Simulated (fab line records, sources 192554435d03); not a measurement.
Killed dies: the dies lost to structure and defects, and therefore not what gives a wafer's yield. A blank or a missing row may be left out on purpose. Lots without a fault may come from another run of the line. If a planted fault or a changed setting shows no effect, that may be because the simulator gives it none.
fab line records	flow n5Finfet
record lots=11	wafers=29	lastDay=17
route steps=1938 shown BEOL_M8@1394 BEOL_M9@1414 PASSIVATION@1936
lots with no fault: from the same line, run without faults
startH: hours from the record's opening day to when the first of the lot's shown wafers began	waitH: how many hours have passed since the lot's step before this one	" identical to the entry in the row above	L1.1+2: a single row standing in for several wafers	- value missing, or start not given	* or withheld: withheld	< > ~ a bound
route shown NAME@n: a module of which the file shows steps, and the number in the route of the first	usual: mean/standard deviation of fault-free wafers	same: alike in all rows	chamber/n: place in a boat	sites: each site's reading	_std_site: standard deviation of those values	_edge_site: mean of outer sites minus mean of inner sites	radiusMm: how far each site lies from the wafer's centre	mask NAME#n: copy n	behind: the last tool/chamber to shape the wafer	hold: what put the lot on hold/how long, in hours/how the hold closed	device: the transistor (n, p or np) that didn't switch	end of line: at the end of the route, the tests of the same wafers	step lacking rows: just its recipe	killed: not the wafer's yield, but the dies lost to structure and defects at the first sort	map: shows each die of a wafer: x if killed, . if not, _ if none is there
set.NAME: the run value of the setting; set.NAME@STEP: its run value at that earlier step	model.NAME: the simulator's own value behind a step, which no gauge read
a sample of lots followed through the steps of the route, with each step as a table and each wafer as a row
services: a tool's chamber out of use, with start hour (startH, from the record's first day; less than 0 if before it), hours out, and reason
## steps
# step N5_BEOL_M8_ANNEAL_51
# recipe tempC=225	timeS=90	ambient=N2
# usual wafer_temp_C_max=226.1/0.42
lot.wafer	tool	chamber	startH	waitH	wafer_temp_C_max
L880.1	rtpAnneal-02	0	204.58	0.1	225.6
L880.3	"	0	"	"	225.5
L880.5	"	0	"	"	226.1
L882.1	rtpAnneal-02	0	235.10	0.1	226.0
L882.6	"	0	"	"	226.0
L885.2	rtpAnneal-01	0	241.50	0.1	226.2
L885.3	"	0	"	"	226.2
L885.5	"	0	"	"	227.0
L883.1	rtpAnneal-01	0	244.39	0.1	226.4
L883.3	"	0	"	"	226.2
L883.6	"	0	"	"	226.2
L884.1	rtpAnneal-01	0	245.11	0.4	225.8
L884.3	"	0	"	"	226.5
L884.5	"	0	"	"	226.3
L886.1	rtpAnneal-01	0	257.36	0.2	226.3
L886.2	"	0	"	"	226.1
L886.3	"	0	"	"	226.5
L887.2	rtpAnneal-02	0	270.18	0.9	226.2
L887.4	"	0	"	"	226.1
L887.5	"	0	"	"	225.9
L891.3	rtpAnneal-02	0	284.71	0.1	225.6
L891.6	"	0	"	"	225.5
L893.5	rtpAnneal-01	0	288.49	0.2	226.3
L893.6	"	0	"	"	226.7
L899.1	rtpAnneal-01	0	331.29	0.1	226.6
L899.3	"	0	"	"	226.3
L899.4	"	0	"	"	226.6
L901.5	rtpAnneal-01	0	338.13	0.6	226.2
L901.6	"	0	"	"	225.9
# step N5_BEOL_M9_CD_MEAS_11
# recipe targetCdNm=64.1	landingEnergyEv=500	detector=seInlens	polarity=opening
# usual cdNm=63.6/0.59
lot.wafer	tool	chamber	startH	waitH	cdNm
L880.1	cdSem-03	0	207.67	-	63.0
L880.3	"	0	"	"	63.3
L880.5	"	0	"	"	63.5
L882.1	cdSem-02	0	237.50	-	63.8
L882.6	"	0	"	"	64.2
L885.2	cdSem-01	0	244.87	-	63.8
L885.3	"	0	"	"	64.3
L885.5	"	0	"	"	63.1
L883.1	cdSem-02	0	247.61	-	64.1
L883.3	"	0	"	"	63.1
L883.6	"	0	"	"	62.8
L884.1	cdSem-03	0	248.59	-	64.5
L884.3	"	0	"	"	63.8
L884.5	"	0	"	"	64.4
L886.1	cdSem-02	0	260.17	-	63.1
L886.2	"	0	"	"	62.5
L886.3	"	0	"	"	63.5
L887.2	cdSem-02	0	274.12	-	64.0
L887.4	"	0	"	"	64.0
L887.5	"	0	"	"	63.6
L891.3	cdSem-03	0	287.27	-	64.1
L891.6	"	0	"	"	64.0
L893.5	cdSem-02	0	290.64	-	64.9
L893.6	"	0	"	"	64.0
L899.1	cdSem-01	0	333.13	-	62.9
L899.3	"	0	"	"	64.0
L899.4	"	0	"	"	63.5
L901.5	cdSem-01	0	340.58	-	63.6
L901.6	"	0	"	"	63.8
# step N5_BEOL_M9_ETCH_61
# recipe chemistry=CF4	target=SiARC	targetDepthA=390	maskMaterial=CAR-ArF	timeS=65	ionEnergyEv=80	pressureMtorr=40	sourceW=545	biasW=36	Ar_flow_sccm=100	cf4FlowSccm=100	ends=cleared
# usual drypumpMotorCurrentA=5.8/0.44	etchRfOnTimeS=64.6/2	mfcArSccm=100.0/0.36	oesProductAu=0.68/0.086	rfVppV=184.1/1.1	showerheadPlenumPTorr=2.15/0.057	throttleValvePct=15.6/0.32
lot.wafer	tool	chamber	startH	waitH	drypumpMotorCurrentA	etchRfOnTimeS	mfcArSccm	oesProductAu	rfHoursCounterH	rfVppV	showerheadPlenumPTorr	throttleValvePct
L880.1	rieDiel-03	3	207.82	0.0	6.6	69.6	100.1	0.74	42	185.5	2.26	15.3
L880.3	"	2	"	"	6.4	65.0	99.8	0.62	175	183.1	2.14	15.7
L880.5	"	3	"	"	6.6	68.7	100.7	0.74	-	185.5	2.26	15.4
L882.1	rieDiel-02	2	237.62	0.0	6.0	64.4	100.2	0.62	196	184.2	2.22	15.8
L882.6	"	0	"	"	6.0	61.0	100.1	0.83	-	186.4	2.16	15.2
L885.2	rieDiel-01	1	244.99	0.0	5.6	64.0	100.2	0.81	13	182.8	2.09	15.1
L885.3	"	0	"	"	5.1	63.4	100.5	0.62	200	184.9	2.22	15.7
L885.5	"	1	"	"	5.6	63.6	100.2	0.81	-	183.9	2.09	15.0
L883.1	rieDiel-02	2	247.74	0.0	6.0	65.1	99.6	0.61	199	184.5	2.22	15.8
L883.3	"	3	"	"	5.7	64.3	100.7	0.58	230	182.4	2.10	16.1
L883.6	"	3	"	"	5.7	64.3	100.4	0.58	-	184.9	2.10	16.1
L884.1	rieDiel-01	2	248.81	0.0	5.4	63.1	100.1	0.72	90	183.7	2.15	15.7
L884.3	"	1	"	"	5.6	63.4	99.6	0.81	14	183.4	2.09	15.1
L884.5	"	0	"	"	5.1	62.3	99.1	0.63	-	185.4	2.22	15.7
L886.1	rieDiel-01	1	260.30	0.0	5.6	63.7	100.4	0.80	19	184.4	2.08	15.1
L886.2	"	2	"	"	5.4	63.5	99.5	0.70	95	183.5	2.15	15.7
L886.3	"	0	"	"	5.1	62.9	99.9	0.62	206	184.9	2.22	15.7
L887.2	rieDiel-03	3	274.46	0.0	6.6	68.0	99.7	0.72	60	185.5	2.25	15.4
L887.4	"	1	"	"	5.7	66.6	100.2	0.60	196	184.1	2.12	15.9
L887.5	"	2	"	"	6.4	64.4	99.6	0.61	-	183.8	2.14	15.7
L891.3	rieDiel-01	0	287.39	0.0	5.1	63.7	100.6	0.61	216	184.2	2.21	15.7
L891.6	"	2	"	"	5.4	48.5	99.8	0.82	-	185.7	2.14	15.8
L893.5	rieDiel-01	2	290.78	0.0	5.4	47.7	100.5	0.83	-	183.7	2.14	15.8
L893.6	"	3	"	"	6.3	49.2	100.0	0.99	-	184.0	2.10	15.2
L899.1	rieDiel-03	0	333.25	0.0	6.1	67.7	100.4	0.60	207	184.5	2.20	15.6
L899.3	"	2	"	"	6.4	64.6	100.2	0.61	210	183.3	2.13	15.8
L899.4	"	1	"	"	5.7	67.0	99.7	0.59	214	183.5	2.11	15.9
L901.5	rieDiel-03	1	340.72	0.0	5.7	66.2	100.2	0.59	-	185.2	2.11	16.0
L901.6	"	2	"	"	6.4	65.8	99.8	0.59	-	184.3	2.13	15.8
# step N5_BEOL_M9_STRIP_19
# recipe chemistry=O2	powerW=400	tempC=40	pressureMtorr=30	rfFrequencyHz=6e+07	biasPowerW=0	overashFraction=0.2	o2FlowSccm=225
# usual drypumpMotorCurrentA=5.8/0.43	o2FlowSccm=224.9/0.61	oesProductAu=0.78/0.091	rfVppV=3.7/0.57	showerheadPlenumPTorr=2.13/0.064	tempC=40.01/0.11	throttleValvePct=16.76/0.28
lot.wafer	tool	chamber	startH	waitH	drypumpMotorCurrentA	o2FlowSccm	oesProductAu	rfHoursCounterH	rfVppV	showerheadPlenumPTorr	tempC	throttleValvePct
L880.1	rieDiel-02	3	208.33	0.2	5.7	224.2	0.70	219	3.7	2.08	40.15	17.24
L880.3	"	2	"	"	6.0	224.4	0.74	186	3.4	2.18	39.96	16.83
L880.5	"	1	"	"	5.7	225.8	0.71	-	4.5	2.02	39.94	17.09
L882.1	rieDiel-01	0	237.97	0.1	5.1	225.0	0.71	197	3.2	2.20	40.01	16.82
L882.6	"	2	"	"	5.4	225.0	0.83	-	3.8	2.12	39.94	16.87
L885.2	rieDiel-03	0	245.34	0.1	6.1	224.3	0.73	178	4.1	2.18	39.97	16.61
L885.3	"	3	"	"	6.5	225.1	0.87	51	3.0	2.23	39.93	16.52
L885.5	"	0	"	"	6.1	225.0	0.73	-	3.8	2.18	39.99	16.64
L883.1	rieDiel-01	0	248.10	0.1	5.1	224.7	0.72	201	3.9	2.20	40.26	16.84
L883.3	"	1	"	"	5.6	225.9	0.93	14	3.0	2.08	40.06	16.36
L883.6	"	2	"	"	5.4	224.5	0.83	-	4.4	2.11	40.03	16.89
L884.1	rieDiel-03	1	249.22	0.1	5.7	224.7	0.72	189	2.9	2.09	39.69	17.06
L884.3	"	2	"	"	6.4	224.3	0.73	185	4.4	2.09	39.99	16.76
L884.5	"	0	"	"	6.1	225.9	0.75	-	3.1	2.18	39.97	16.62
L886.1	rieDiel-03	0	260.65	0.1	6.1	223.8	0.73	183	3.8	2.18	39.99	16.64
L886.2	"	2	"	"	6.4	226.0	0.72	188	3.5	2.09	40.20	16.76
L886.3	"	3	"	"	6.6	224.5	0.86	56	4.5	2.23	40.14	16.53
L887.2	rieDiel-01	2	274.85	0.1	5.4	225.1	0.82	100	2.7	2.11	40.04	16.91
L887.4	"	2	"	"	5.4	225.1	0.81	-	4.0	2.11	40.16	16.89
L887.5	"	0	"	"	5.1	225.4	0.71	-	3.6	2.19	39.98	16.84
L891.3	rieDiel-03	1	287.74	0.1	5.7	224.1	0.71	201	3.0	2.09	40.13	17.08
L891.6	"	0	"	"	6.1	226.3	0.73	-	3.1	2.18	40.16	16.67
L893.5	rieDiel-01	1	291.12	0.0	5.7	225.5	0.88	-	3.4	2.08	40.15	16.39
L893.6	"	0	"	"	5.1	225.1	0.70	-	3.5	2.19	40.05	16.85
L899.1	rieDiel-01	2	333.60	0.1	5.4	224.3	0.79	118	4.6	2.10	40.05	16.93
L899.3	"	1	"	"	5.6	224.8	0.86	44	4.4	2.07	40.07	16.39
L899.4	"	0	"	"	5.1	224.9	0.68	230	2.9	2.19	39.85	16.88
L901.5	rieDiel-01	0	341.06	0.0	5.1	225.1	0.70	-	4.3	2.19	40.09	16.88
L901.6	"	1	"	"	5.7	225.1	0.87	-	4.2	2.07	39.97	16.44
# step N5_PASSIVATION_PROBE_49
# usual defectLimitedYield=91.4/1.5	killed_at_M0_to_M3=36/11	killed_at_M4_up=14/6	killedAtContacts=11/6	killedAtFrontEnd=37/11	killedAtOther=4/3.4	killedDies=102/18	killedOpen=66/13	killedShort=34/7.8	sort_bin_4_leakage=0.00/0.017	sort_bin_5_function=5.0/0.97	sort_bin_6_memory=3.2/0.7	sortNPass=1078/19	sortYieldPct=91.3/1.6
# same grossDies=1180	killedAtBackSide=0	sort_bin_8_speed[%]=0
lot.wafer	tool	chamber	startH	waitH	defectLimitedYield[%]	killed_at_M0_to_M3	killed_at_M4_up	killedAtContacts	killedAtFrontEnd	killedAtOther	killedDies	killedOpen	killedShort	sort_bin_4_leakage[%]	sort_bin_5_function[%]	sort_bin_6_memory[%]	sortNPass	sortYieldPct[%]
L886.1	prober-01	-	323.72	0.0	89.1	48	16	8	54	3	129	83	44	0.08	6.4	3.9	1050	89.0
L886.2	prober-01	-	323.77	0.1	90.2	46	10	7	52	1	116	77	34	0	5.8	3.7	1064	90.2
L886.3	prober-01	-	323.82	0.1	91.4	41	7	4	49	0	101	64	34	0	5.1	3.4	1079	91.4
L893.5	prober-02	-	353.14	0.2	90.4	47	16	9	33	8	113	76	37	0	5.8	3.6	1067	90.4
L893.6	prober-02	-	353.19	0.3	92.3	49	16	11	12	3	91	61	30	0	4.1	3.1	1089	92.3
# killed by level:class
L886.1 BEOL_M2:geometricParticle:open=17 FIN_SAQP:geometricParticle:short=13 DUMMY_GATE:geometricParticle:open=10 BEOL_M4:geometricParticle:open=8 BEOL_M3:geometricParticle:open=6 STI_FIN_REVEAL:geometricParticle:open=6 BEOL_M0_SAQP:geometricParticle:open=6 FIN_SAQP:geometricParticle:open=5
L886.2 FIN_SAQP:geometricParticle:open=18 FIN_SAQP:geometricParticle:short=13 BEOL_M0_SAQP:geometricParticle:short=10 BEOL_M3:geometricParticle:open=10 BEOL_M2:geometricParticle:open=8 BEOL_M0_SAQP:geometricParticle:open=7 BEOL_M1:geometricParticle:open=7 MOL_CONTACT_COAG:geometricParticle:open=6
L886.3 BEOL_M2:geometricParticle:open=15 FIN_SAQP:geometricParticle:open=13 BEOL_M3:geometricParticle:open=9 FIN_SAQP:geometricParticle:short=8 DUMMY_GATE:geometricParticle:open=8 GATE_CUT:geometricParticle:short=6 ILD0:geometricParticle:short=4 BEOL_M0_SAQP:geometricParticle:open=4
L893.5 BEOL_M2:geometricParticle:open=13 STI_FIN_REVEAL:geometricParticle:open=12 BEOL_M0_SAQP:geometricParticle:short=10 MOL_CONTACT_COAG:geometricParticle:open=8 BEOL_M0_SAQP:geometricParticle:open=7 BEOL_M3:geometricParticle:open=7 FIN_SAQP:geometricParticle:short=5 GATE_CUT:geometricParticle:short=5
L893.6 BEOL_M0_SAQP:geometricParticle:short=12 BEOL_M2:geometricParticle:open=10 MOL_CONTACT_COAG:geometricParticle:open=8 BEOL_M0_SAQP:geometricParticle:open=8 BEOL_M1:geometricParticle:open=8 BEOL_M5:geometricParticle:open=6 BEOL_M3:geometricParticle:open=4 BEOL_M4:geometricParticle:open=4
## services
tool	chamber	startH	hours	kind
rieDiel-01	1	187.49	-	clean
rieDiel-01	1	187.49	-	consumableReplace:focusRing
rieDiel-01	1	187.49	23.4	scheduledDown
rieDiel-01	1	187.49	23.4	ventCycle
rieDiel-03	-	198.08	1.1	repair
rieDiel-03	-	199.54	2.6	repair
rieDiel-02	0	201.57	-	clean
rieDiel-02	0	201.57	-	consumableReplace:focusRing
rieDiel-02	0	201.57	21.2	scheduledDown
rieDiel-02	0	201.57	21.2	ventCycle
rieDiel-01	3	213.02	48.6	repair
rieDiel-03	0	216.61	2.9	repair
rieDiel-01	3	261.78	-	clean
rieDiel-01	3	261.78	-	consumableReplace:focusRing
rieDiel-01	3	261.78	18.0	scheduledDown
rieDiel-01	3	261.78	18.0	ventCycle
rieDiel-03	-	283.25	0.1	repair
rieDiel-03	1	299.40	1.6	repair
rieDiel-02	1	311.81	7.9	repair
rieDiel-02	3	314.33	6.4	repair
rieDiel-02	3	320.94	-	clean
rieDiel-02	3	320.94	-	consumableReplace:focusRing
rieDiel-02	3	320.94	25.9	scheduledDown
rieDiel-02	3	320.94	25.9	ventCycle
## key
firstSign step=N5_BEOL_M9_ETCH_61	reading=etchRfOnTimeS	direction=down	sigmas=8	usual=*	struck=*
effect step=N5_BEOL_M9_ETCH_61	reading=oesProductAu	direction=up	sigmas=2.3	usual=0.68	struck=0.88
metAt N5_BEOL_M9_ETCH_61
struckLots L891,L893
struckWafers L891.6,L893.5,L893.6
notActingAt N5_BEOL_M8_ANNEAL_51,N5_BEOL_M9_CD_MEAS_11,N5_BEOL_M9_STRIP_19
onsetBetween 260.30 287.39
fault kind=processParameterDrift	tool=rieDiel-01	chamber=-	onsetH=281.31	steps=N5_BEOL_M9_ETCH_61	channel=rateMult	offset=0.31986	shape=step	endH=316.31	scope=struckWafersOnly
